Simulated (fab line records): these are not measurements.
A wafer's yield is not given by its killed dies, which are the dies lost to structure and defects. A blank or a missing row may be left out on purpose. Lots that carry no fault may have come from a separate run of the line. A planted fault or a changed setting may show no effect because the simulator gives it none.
8D (eight disciplines) problem report, filled in by code | flow nandHarc | the parts of the form that need people (team, actions taken, sign-off) are left out

== 1. WHAT IS WRONG ==
NHARC_A_BONDPAD_ETCH_34, oesProductAu: mean 0.807 a.u. on 2 wafers (1 lot); fault-free wafers 0.997 a.u., standard deviation 0.0086. That puts it -22 standard deviations away from the usual mean.
The step: etches the open film in N2/H2, target depth 60 nm, overetch 18 nm, time 65.91 s.
First seen on wafer L259.2, day 29 04:25, on rieDiel-05. At this step, 36 wafers from 12 lots have a number in the record. By rule, "out" or "out of limits" means more than 4 standard deviations away from the usual mean. The rest of the wafers with a number are treated as sound.

== 2. WHAT IT IS; WHAT IT IS NOT ==
question                    | is                | is not
which readings at this step | oesProductAu      | drypumpMotorCurrentA, h2FlowSccm, rfVppV, showerheadPlenumPTorr, throttleValvePct
which lots                  | L259              | L247, L248, L251, L252, L253, L254, L257, L258, L267, L268, L269
which wafers of those lots  | L259.2, L259.3    | L259.5
read on which tools         | rieDiel-05        | rieDiel-03, rieDiel-06
when                        | from day 29 04:25 | up to then (25 sound wafers); but 9 sound wafers of L267, L268, L269 came after

== 3. SUSPECTS, AND WHAT RULES EACH OUT ==
Counting: if a tool at a process step up to the reading ran every lot that is out, it stays a suspect. Sound lots after the first of them don't rule it out here, since some wafers of a struck lot are sound.
- pecvd-03 at NHARC_A_BONDPAD_DEP_00 (deposits SiCN, target thk 250 nm): kept. It ran the lot that is out, L259 (day 29 03:32); its last sound lot up to then is L258 (day 27 20:17). Because NHARC_A_BONDPAD_DEP_00 lacks a start for some lots, the hours and order of its lots are taken from NHARC_A_BONDPAD_THK_MEAS_30.
- rieDiel-05 at NHARC_A_BONDPAD_DESCUM_11 (chemistry O2, time 3 s): kept. It ran the lot that is out, L259 (day 29 04:19); its last sound lot up to then is L258 (day 27 21:04).
- rieDiel-05 at NHARC_A_BONDPAD_ETCH_34 (etches the open film in N2/H2, target depth 60 nm, overetch 18 nm, time 65.91 s): kept. It ran the lot that is out, L259 (day 29 04:25); its last sound lot up to then is L258 (day 27 21:09). Its own readings are out on those wafers: oesProductAu.
- Within pecvd-03 at NHARC_A_BONDPAD_DEP_00: the wafers that are out ran in chambers 1, 2; their sound lot-mates ran in chamber 0.
- Within rieDiel-05 at NHARC_A_BONDPAD_DESCUM_11: the wafers that are out ran in chambers 1, 3; their sound lot-mates ran in chamber 2.
- Within rieDiel-05 at NHARC_A_BONDPAD_ETCH_34: the wafers that are out ran in chambers 0, 3; their sound lot-mates ran in chamber 2.
After the count, these remain: pecvd-03 at NHARC_A_BONDPAD_DEP_00, rieDiel-05 at NHARC_A_BONDPAD_DESCUM_11 and rieDiel-05 at NHARC_A_BONDPAD_ETCH_34.

== 4. THE CAUSE (what the simulator had put in) ==
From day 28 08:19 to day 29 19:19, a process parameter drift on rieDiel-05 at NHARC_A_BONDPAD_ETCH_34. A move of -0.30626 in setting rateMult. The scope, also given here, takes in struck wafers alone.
3 suspects survive the count, and this tool is in that group.

== 5. SEQUENCE OF EFFECTS, ordered by route ==
Each row: a reading whose mean over the struck wafers that have a number lies more than 3 standard deviations from the usual. Only readings for which the record gives a usual standard deviation are gone through. hours: the time from each lot's start at the first step in this table that gives one to its start at this step, as a median over the lots. sigmas: the change in usual standard deviations.
hours | step                    | reading      | usual      | on struck wafers | change | sigmas
0     | NHARC_A_BONDPAD_ETCH_34 | oesProductAu | 0.997 a.u. | 0.807            | -0.190 | -22
Process steps it contains:
- NHARC_A_BONDPAD_ETCH_34: etches the open film in N2/H2, target depth 60 nm, overetch 18 nm, time 65.91 s.
At these later measuring or inspecting steps, every struck wafer for which the step has a row has a number for every such reading, and none has moved that far: NHARC_END_SORT_01.

== 6. WHAT WOULD HAVE CAUGHT IT SOONER ==
In this record the first reading out of limits was taken at day 29 04:25, 20 hours after the fault began at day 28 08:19.
